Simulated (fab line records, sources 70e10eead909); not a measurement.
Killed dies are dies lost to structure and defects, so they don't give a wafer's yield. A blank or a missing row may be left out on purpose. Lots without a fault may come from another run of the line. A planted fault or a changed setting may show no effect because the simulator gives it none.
Which tool did it? | flow nand_harc | 24 lots, 72 wafers sampled, at 6 steps of a route of 1302

WHAT THE GAUGES READ, wafer by wafer
The record holds no reading of a measuring or inspecting step that can be judged against a usual standard deviation.

WHICH TOOL RAN EACH LOT (tool, then ch and the chambers of the sampled wafers, then the start)
lot  | NHARC_A_STAIRCASE_ETCH_197                    | NHARC_A_STAIRCASE_TRIM_198                    | NHARC_A_STAIRCASE_ETCH_221                    | NHARC_A_STAIRCASE_ETCH_227                    | NHARC_A_STAIRCASE_ETCH_230                    | NHARC_A_STAIRCASE_DESCUM_270
L074 | rie_diel-09 ch 0,3, day 16 08:31 or earlier   | rie_diel-09 ch 2,3, day 16 08:31 or earlier   | rie_diel-09 ch 2,3, day 16 08:31 or earlier   | rie_diel-09 ch 0,3, day 16 08:31 or earlier   | rie_diel-12 ch 0,2,3, day 16 08:31 or earlier | rie_diel-12 ch 0,1,3, day 16 08:31
L076 | rie_diel-12 ch 0,1,3, day 17 08:07 or earlier | rie_diel-12 ch 0,1,2, day 17 08:07 or earlier | rie_diel-09 ch 0,3, day 17 08:07 or earlier   | rie_diel-09 ch 0,1, day 17 08:07 or earlier   | rie_diel-06 ch 1,2, day 17 08:07 or earlier   | rie_diel-09 ch 0,2, day 17 08:07
L077 | rie_diel-06 ch 0,1,2, day 17 13:45 or earlier | rie_diel-06 ch 1,2,3, day 17 13:45 or earlier | rie_diel-12 ch 1,2,3, day 17 13:45 or earlier | rie_diel-12 ch 0,1, day 17 13:45 or earlier   | rie_diel-06 ch 0,1, day 17 13:45 or earlier   | rie_diel-09 ch 2,3, day 17 13:45
L078 | rie_diel-06 ch 1,2,3, day 17 21:36 or earlier | rie_diel-06 ch 2,3, day 17 21:36 or earlier   | rie_diel-12 ch 0,3, day 17 21:36 or earlier   | rie_diel-12 ch 1,3, day 17 21:36 or earlier   | rie_diel-06 ch 1,3, day 17 21:36 or earlier   | rie_diel-09 ch 0,2, day 17 21:36
L079 | rie_diel-12 ch 1,2,3, day 18 09:31 or earlier | rie_diel-12 ch 0,1,2, day 18 09:31 or earlier | rie_diel-09 ch 0,1,3, day 18 09:31 or earlier | rie_diel-09 ch 0,2,3, day 18 09:31 or earlier | rie_diel-09 ch 0,2,3, day 18 09:31 or earlier | rie_diel-09 ch 1,3, day 18 09:31
L081 | rie_diel-09 ch 0,1,3, day 19 07:10 or earlier | rie_diel-09 ch 1,2,3, day 19 07:10 or earlier | rie_diel-12 ch 1,2,3, day 19 07:10 or earlier | rie_diel-12 ch 1,2, day 19 07:10 or earlier   | rie_diel-09 ch 0,2, day 19 07:10 or earlier   | rie_diel-12 ch 1,2, day 19 07:10
L075 | rie_diel-06 ch 0,2,3, day 19 09:22 or earlier | rie_diel-06 ch 0,1,2, day 19 09:22 or earlier | rie_diel-12 ch 0,1,3, day 19 09:22 or earlier | rie_diel-12 ch 0,1,2, day 19 09:22 or earlier | rie_diel-06 ch 0,1,2, day 19 09:22 or earlier | rie_diel-06 ch 0,2,3, day 19 09:22
L082 | rie_diel-12 ch 0,1,2, day 19 12:50 or earlier | rie_diel-12 ch 0,1,3, day 19 12:50 or earlier | rie_diel-09 ch 0,1,3, day 19 12:50 or earlier | rie_diel-09 ch 1,2,3, day 19 12:50 or earlier | rie_diel-06 ch 0,2,3, day 19 12:50 or earlier | rie_diel-09 ch 1,2,3, day 19 12:50
L080 | rie_diel-12 ch 1,3, day 19 22:21 or earlier   | rie_diel-12 ch 2,3, day 19 22:21 or earlier   | rie_diel-09 ch 0,1,3, day 19 22:21 or earlier | rie_diel-09 ch 0,3, day 19 22:21 or earlier   | rie_diel-12 ch 0,1,3, day 19 22:21 or earlier | rie_diel-09 ch 0,2, day 19 22:21
L083 | rie_diel-09 ch 0,1,3, day 20 05:53 or earlier | rie_diel-09 ch 0,2, day 20 05:53 or earlier   | rie_diel-06 ch 0,1,2, day 20 05:53 or earlier | rie_diel-06 ch 1,2,3, day 20 05:53 or earlier | rie_diel-09 ch 2,3, day 20 05:53 or earlier   | rie_diel-09 ch 0,1,2, day 20 05:53
L084 | rie_diel-06 ch 0,2,3, day 20 07:52 or earlier | rie_diel-06 ch 0,3, day 20 07:52 or earlier   | rie_diel-06 ch 2,3, day 20 07:52 or earlier   | rie_diel-06 ch 1,2,3, day 20 07:52 or earlier | rie_diel-09 ch 0,1,3, day 20 07:52 or earlier | rie_diel-09 ch 0,1,2, day 20 07:52
L085 | rie_diel-12 ch 0,2, day 21 02:11 or earlier   | rie_diel-12 ch 0,1,3, day 21 02:11 or earlier | rie_diel-12 ch 0,3, day 21 02:11 or earlier   | rie_diel-12 ch 1,2,3, day 21 02:11 or earlier | rie_diel-06 ch 0,1,3, day 21 02:11 or earlier | rie_diel-09 ch 0,2, day 21 02:11
L086 | rie_diel-09 ch 0,2, day 21 09:59 or earlier   | rie_diel-09 ch 2,3, day 21 09:59 or earlier   | rie_diel-09 ch 2,3, day 21 09:59 or earlier   | rie_diel-09 ch 0,1,2, day 21 09:59 or earlier | rie_diel-12 ch 0,1, day 21 09:59 or earlier   | rie_diel-12 ch 1,3, day 21 09:59
L087 | rie_diel-06 ch 0,2, day 22 09:49 or earlier   | rie_diel-06 ch 1,2,3, day 22 09:49 or earlier | rie_diel-06 ch 0,3, day 22 09:49 or earlier   | rie_diel-06 ch 0,2,3, day 22 09:49 or earlier | rie_diel-12 ch 2,3, day 22 09:49 or earlier   | rie_diel-09 ch 1,2, day 22 09:49
L090 | rie_diel-09 ch 0,1, day 22 18:52 or earlier   | rie_diel-09 ch 0,1, day 22 18:52 or earlier   | rie_diel-12 ch 1,3, day 22 18:52 or earlier   | rie_diel-12 ch 0,1, day 22 18:52 or earlier   | rie_diel-12 ch 0,1,3, day 22 18:52 or earlier | rie_diel-12 ch 0,1,2, day 22 18:52
L089 | rie_diel-06 ch 0,2,3, day 22 20:43 or earlier | rie_diel-06 ch 0,1, day 22 20:43 or earlier   | rie_diel-12 ch 0,2, day 22 20:43 or earlier   | rie_diel-12 ch 0,1,3, day 22 20:43 or earlier | rie_diel-09 ch 0,1, day 22 20:43 or earlier   | rie_diel-09 ch 0,3, day 22 20:43
L088 | rie_diel-12 ch 0,1,3, day 22 21:32 or earlier | rie_diel-12 ch 0,1, day 22 21:32 or earlier   | rie_diel-06 ch 0,1,3, day 22 21:32 or earlier | rie_diel-06 ch 1,2,3, day 22 21:32 or earlier | rie_diel-06 ch 0,1, day 22 21:32 or earlier   | rie_diel-12 ch 0,2,3, day 22 21:32
L092 | rie_diel-06 ch 0,2,3, day 23 08:49 or earlier | rie_diel-06 ch 0,1,2, day 23 08:49 or earlier | rie_diel-06 ch 0,2,3, day 23 08:49 or earlier | rie_diel-06 ch 0,2,3, day 23 08:49 or earlier | rie_diel-12 ch 1,2,3, day 23 08:49 or earlier | rie_diel-12 ch 1,2,3, day 23 08:49
L091 | rie_diel-06 ch 0,3, day 23 11:04 or earlier   | rie_diel-06 ch 0,2, day 23 11:04 or earlier   | rie_diel-06 ch 0,1, day 23 11:04 or earlier   | rie_diel-06 ch 0,3, day 23 11:04 or earlier   | rie_diel-06 ch 1,2, day 23 11:04 or earlier   | rie_diel-06 ch 0,1, day 23 11:04
L093 | rie_diel-12 ch 0,1,2, day 24 01:32 or earlier | rie_diel-12 ch 0,2,3, day 24 01:32 or earlier | rie_diel-06 ch 1,2, day 24 01:32 or earlier   | rie_diel-06 ch 0,1, day 24 01:32 or earlier   | rie_diel-12 ch 1,2, day 24 01:32 or earlier   | rie_diel-12 ch 0,1, day 24 01:32
L094 | rie_diel-09 ch 0,2,3, day 24 22:20 or earlier | rie_diel-09 ch 0,1, day 24 22:20 or earlier   | rie_diel-06 ch 0,1,2, day 24 22:20 or earlier | rie_diel-06 ch 0,2,3, day 24 22:20 or earlier | rie_diel-06 ch 0,1,3, day 24 22:20 or earlier | rie_diel-12 ch 2,3, day 24 22:20
L096 | rie_diel-12 ch 0,1,2, day 25 02:19 or earlier | rie_diel-12 ch 1,2,3, day 25 02:19 or earlier | rie_diel-06 ch 0,1, day 25 02:19 or earlier   | rie_diel-06 ch 0,1,3, day 25 02:19 or earlier | rie_diel-06 ch 0,2,3, day 25 02:19 or earlier | rie_diel-09 ch 0,2, day 25 02:19
L095 | rie_diel-06 ch 0,1,3, day 25 14:40 or earlier | rie_diel-06 ch 0,1,2, day 25 14:40 or earlier | rie_diel-06 ch 0,1, day 25 14:40 or earlier   | rie_diel-06 ch 2,3, day 25 14:40 or earlier   | rie_diel-06 ch 2,3, day 25 14:40 or earlier   | rie_diel-09 ch 2,3, day 25 14:40
L097 | rie_diel-09 ch 0,1,3, day 25 16:05 or earlier | rie_diel-09 ch 1,2, day 25 16:05 or earlier   | rie_diel-06 ch 0,2, day 25 16:05 or earlier   | rie_diel-06 ch 0,1,3, day 25 16:05 or earlier | rie_diel-12 ch 0,1,2, day 25 16:05 or earlier | rie_diel-09 ch 0,2,3, day 25 16:05
- NHARC_A_STAIRCASE_ETCH_197: etches the open film in C4F8/O2, target depth 100 nm, time 40.5 s.
- NHARC_A_STAIRCASE_TRIM_198: chemistry O2, time 211.2 s.
- NHARC_A_STAIRCASE_ETCH_221: etches the open film in C4F8/O2, target depth 100 nm, time 40.5 s.
- NHARC_A_STAIRCASE_ETCH_227: etches the open film in C4F8/O2, target depth 100 nm, time 40.5 s.
- NHARC_A_STAIRCASE_ETCH_230: etches the open film in C4F8/O2, target depth 100 nm, time 40.5 s.
- NHARC_A_STAIRCASE_DESCUM_270: chemistry O2, time 3 s.

WHAT THE TOOLS THEMSELVES READ (means of the sampled wafers that have a number; where no wafer has one, the mark that the record gives instead)
NHARC_A_STAIRCASE_ETCH_197.
lot  | tool        | oes_product_au (a.u.) | rf_vpp_V (V)
L074 | rie_diel-09 | 0.950                 | 904
L076 | rie_diel-12 | 0.969                 | 892
L077 | rie_diel-06 | 0.950                 | 896
L078 | rie_diel-06 | 0.927                 | 896
L079 | rie_diel-12 | 0.956                 | 888
L081 | rie_diel-09 | 0.964                 | 904
L075 | rie_diel-06 | 0.972                 | 891
L082 | rie_diel-12 | 0.982                 | 892
L080 | rie_diel-12 | 0.942                 | 887
L083 | rie_diel-09 | 0.975                 | 904
L084 | rie_diel-06 | 0.932                 | 890
L085 | rie_diel-12 | 0.947                 | 891
L086 | rie_diel-09 | 0.976                 | 899
L087 | rie_diel-06 | 0.925                 | 889
L090 | rie_diel-09 | 0.949                 | 903
L089 | rie_diel-06 | 0.942                 | 890
L088 | rie_diel-12 | 0.950                 | 897
L092 | rie_diel-06 | 0.967                 | 890
L091 | rie_diel-06 | 0.959                 | 889
L093 | rie_diel-12 | 0.953                 | 892
L094 | rie_diel-09 | 0.965                 | 898
L096 | rie_diel-12 | 0.946                 | 891
L095 | rie_diel-06 | 0.940                 | 892
L097 | rie_diel-09 | 0.929                 | 904

NHARC_A_STAIRCASE_TRIM_198.
lot  | tool        | drypump_motor_current_A (A) | oes_product_au (a.u.) | rf_vpp_V (V) | showerhead_plenum_p_Torr (Torr) | throttle_valve_pct (%)
L074 | rie_diel-09 | 5.8                         | 0.995                 | 57.3         | 3.47                            | 17.030
L076 | rie_diel-12 | 6.1                         | 0.997                 | 57.5         | 3.43                            | 17.039
L077 | rie_diel-06 | 5.2                         | 1.002                 | 58.3         | 3.52                            | 17.042
L078 | rie_diel-06 | 5.2                         | 1.012                 | 57.0         | 3.37                            | 17.034
L079 | rie_diel-12 | 6.1                         | 1.002                 | 58.9         | 3.43                            | 17.033
L081 | rie_diel-09 | 6.1                         | 0.993                 | 57.7         | 3.60                            | 17.030
L075 | rie_diel-06 | 5.2                         | 1.004                 | 57.9         | 3.53                            | 17.032
L082 | rie_diel-12 | 6.2                         | 1.002                 | 57.8         | 3.40                            | 17.038
L080 | rie_diel-12 | 5.6                         | 1.003                 | 57.2         | 3.32                            | 17.035
L083 | rie_diel-09 | 5.8                         | 0.999                 | 58.4         | 3.61                            | 17.034
L084 | rie_diel-06 | 5.4                         | 1.003                 | 57.8         | 3.33                            | 17.036
L085 | rie_diel-12 | 6.2                         | 1.012                 | 57.7         | 3.57                            | 17.031
L086 | rie_diel-09 | 6.0                         | 0.996                 | 57.8         | 3.60                            | 17.045
L087 | rie_diel-06 | 5.2                         | 0.987                 | 56.8         | 3.50                            | 17.033
L090 | rie_diel-09 | 6.0                         | 0.999                 | 58.7         | 3.74                            | 17.033
L089 | rie_diel-06 | 5.4                         | 0.993                 | 57.8         | 3.47                            | 17.036
L088 | rie_diel-12 | 6.5                         | 1.013                 | 56.9         | 3.41                            | 17.037
L092 | rie_diel-06 | 5.2                         | 1.002                 | 57.6         | 3.51                            | 17.033
L091 | rie_diel-06 | 5.2                         | 1.005                 | 57.2         | 3.38                            | 17.023
L093 | rie_diel-12 | 5.9                         | 1.008                 | 57.3         | 3.56                            | 17.039
L094 | rie_diel-09 | 6.2                         | 0.996                 | 57.8         | 3.72                            | 17.032
L096 | rie_diel-12 | 5.9                         | 1.008                 | 58.0         | 3.47                            | 17.040
L095 | rie_diel-06 | 5.2                         | 0.997                 | 58.3         | 3.50                            | 17.032
L097 | rie_diel-09 | 6.1                         | 0.994                 | 58.2         | 3.56                            | 17.037

NHARC_A_STAIRCASE_ETCH_221.
lot  | tool        | oes_product_au (a.u.) | rf_vpp_V (V)
L074 | rie_diel-09 | 0.937                 | 900
L076 | rie_diel-09 | 0.927                 | 904
L077 | rie_diel-12 | 0.951                 | 888
L078 | rie_diel-12 | 0.942                 | 891
L079 | rie_diel-09 | 0.954                 | 904
L081 | rie_diel-12 | 0.935                 | 888
L075 | rie_diel-12 | 0.934                 | 892
L082 | rie_diel-09 | 0.947                 | 903
L080 | rie_diel-09 | 0.954                 | 905
L083 | rie_diel-06 | 0.926                 | 895
L084 | rie_diel-06 | 0.934                 | 890
L085 | rie_diel-12 | 0.964                 | 903
L086 | rie_diel-09 | 0.930                 | 893
L087 | rie_diel-06 | 0.927                 | 888
L090 | rie_diel-12 | 0.937                 | 894
L089 | rie_diel-12 | 0.933                 | 895
L088 | rie_diel-06 | 0.957                 | 894
L092 | rie_diel-06 | 0.951                 | 890
L091 | rie_diel-06 | 0.941                 | 893
L093 | rie_diel-06 | 0.940                 | 897
L094 | rie_diel-06 | 0.947                 | 896
L096 | rie_diel-06 | 0.939                 | 894
L095 | rie_diel-06 | 0.934                 | 894
L097 | rie_diel-06 | 0.935                 | 889

NHARC_A_STAIRCASE_ETCH_227.
lot  | tool        | oes_product_au (a.u.) | rf_vpp_V (V)
L074 | rie_diel-09 | 0.959                 | 904
L076 | rie_diel-09 | 0.945                 | 903
L077 | rie_diel-12 | 0.944                 | 892
L078 | rie_diel-12 | 0.933                 | 887
L079 | rie_diel-09 | 0.932                 | 899
L081 | rie_diel-12 | 0.936                 | 889
L075 | rie_diel-12 | 0.936                 | 892
L082 | rie_diel-09 | 0.936                 | 898
L080 | rie_diel-09 | 0.950                 | 904
L083 | rie_diel-06 | 0.932                 | 895
L084 | rie_diel-06 | 0.939                 | 894
L085 | rie_diel-12 | 0.950                 | 894
L086 | rie_diel-09 | 0.936                 | 898
L087 | rie_diel-06 | 0.953                 | 890
L090 | rie_diel-12 | 0.953                 | 893
L089 | rie_diel-12 | 0.955                 | 898
L088 | rie_diel-06 | 0.938                 | 895
L092 | rie_diel-06 | 0.943                 | 890
L091 | rie_diel-06 | 0.958                 | 889
L093 | rie_diel-06 | 0.948                 | 894
L094 | rie_diel-06 | 0.937                 | 889
L096 | rie_diel-06 | 0.953                 | 893
L095 | rie_diel-06 | 0.938                 | 891
L097 | rie_diel-06 | 0.942                 | 893

NHARC_A_STAIRCASE_ETCH_230.
lot  | tool        | oes_product_au (a.u.) | rf_vpp_V (V)
L074 | rie_diel-12 | 0.974                 | 891
L076 | rie_diel-06 | 0.966                 | 901
L077 | rie_diel-06 | 0.953                 | 899
L078 | rie_diel-06 | 0.975                 | 898
L079 | rie_diel-09 | 0.945                 | 898
L081 | rie_diel-09 | 0.924                 | 899
L075 | rie_diel-06 | 0.955                 | 896
L082 | rie_diel-06 | 0.973                 | 891
L080 | rie_diel-12 | 0.984                 | 891
L083 | rie_diel-09 | 0.912                 | 894
L084 | rie_diel-09 | 0.922                 | 904
L085 | rie_diel-06 | 0.956                 | 893
L086 | rie_diel-12 | 0.936                 | 892
L087 | rie_diel-12 | 0.924                 | 895
L090 | rie_diel-12 | 0.946                 | 897
L089 | rie_diel-09 | 0.977                 | 904
L088 | rie_diel-06 | 0.942                 | 899
L092 | rie_diel-12 | 0.939                 | 893
L091 | rie_diel-06 | 0.949                 | 896
L093 | rie_diel-12 | 0.968                 | 889
L094 | rie_diel-06 | 0.932                 | 893
L096 | rie_diel-06 | 0.939                 | 889
L095 | rie_diel-06 | 0.930                 | 889
L097 | rie_diel-12 | 0.953                 | 892

NHARC_A_STAIRCASE_DESCUM_270.
lot  | tool        | drypump_motor_current_A (A) | oes_product_au (a.u.) | rf_vpp_V (V) | showerhead_plenum_p_Torr (Torr) | throttle_valve_pct (%)
L074 | rie_diel-12 | 6.2                         | 1.000                 | 58.1         | 1.85                            | 11.310
L076 | rie_diel-09 | 5.7                         | 0.999                 | 59.0         | 1.88                            | 11.309
L077 | rie_diel-09 | 5.8                         | 0.996                 | 57.0         | 1.88                            | 11.319
L078 | rie_diel-09 | 5.8                         | 0.987                 | 58.0         | 1.96                            | 11.320
L079 | rie_diel-09 | 6.3                         | 0.998                 | 58.4         | 2.04                            | 11.308
L081 | rie_diel-12 | 5.8                         | 0.996                 | 56.9         | 1.81                            | 11.310
L075 | rie_diel-06 | 5.2                         | 0.998                 | 57.4         | 1.82                            | 11.311
L082 | rie_diel-09 | 6.0                         | 0.990                 | 58.0         | 1.95                            | 11.313
L080 | rie_diel-09 | 5.7                         | 0.992                 | 57.4         | 1.87                            | 11.309
L083 | rie_diel-09 | 5.9                         | 0.997                 | 57.6         | 1.95                            | 11.321
L084 | rie_diel-09 | 5.9                         | 0.992                 | 58.0         | 1.95                            | 11.316
L085 | rie_diel-09 | 5.8                         | 1.008                 | 58.8         | 1.95                            | 11.310
L086 | rie_diel-12 | 6.1                         | 1.007                 | 57.4         | 1.98                            | 11.302
L087 | rie_diel-09 | 5.8                         | 1.000                 | 56.9         | 1.86                            | 11.307
L090 | rie_diel-12 | 6.1                         | 1.003                 | 57.3         | 1.84                            | 11.306
L089 | rie_diel-09 | 6.0                         | 1.004                 | 57.5         | 2.04                            | 11.313
L088 | rie_diel-12 | 5.9                         | 1.009                 | 57.8         | 1.94                            | 11.309
L092 | rie_diel-12 | 6.0                         | 1.018                 | 57.6         | 1.89                            | 11.300
L091 | rie_diel-06 | 5.3                         | 1.001                 | 57.5         | 1.95                            | 11.304
L093 | rie_diel-12 | 6.5                         | 1.002                 | 57.8         | 1.84                            | 11.314
L094 | rie_diel-12 | 5.6                         | 1.005                 | 56.8         | 1.88                            | 11.315
L096 | rie_diel-09 | 5.7                         | 1.007                 | 57.7         | 1.86                            | 11.314
L095 | rie_diel-09 | 5.8                         | 1.004                 | 58.0         | 1.86                            | 11.311
L097 | rie_diel-09 | 5.9                         | 1.004                 | 57.9         | 1.94                            | 11.316

THE ANSWER, worked out from the rows above alone
Rule: what is usual is taken from the lots themselves. Put in order of their means at a reading, lots are off if they are a third of the lots or fewer, leave a main group of 4 or more, and stand apart from it by a gap of 3 or more times the standard deviation of the main group's means; of several such gaps the widest counts. A main group whose means are all the same, to the digits that the tables above print for the reading, isn't used. A lot without any number at a reading at which 4 lots or more have one is off too. The other lots that the step has rows for count as sound. The gauges are gone through in route order, then the tools' own readings, and for those a lot's mean is taken as printed above. The first step at which some lot is off is used, and at that step the reading that is off furthest; a lot without a number counts as furthest.
No lot is off at any reading shown: from this, nothing can be told.

WHAT THE SIMULATOR HAD PUT IN
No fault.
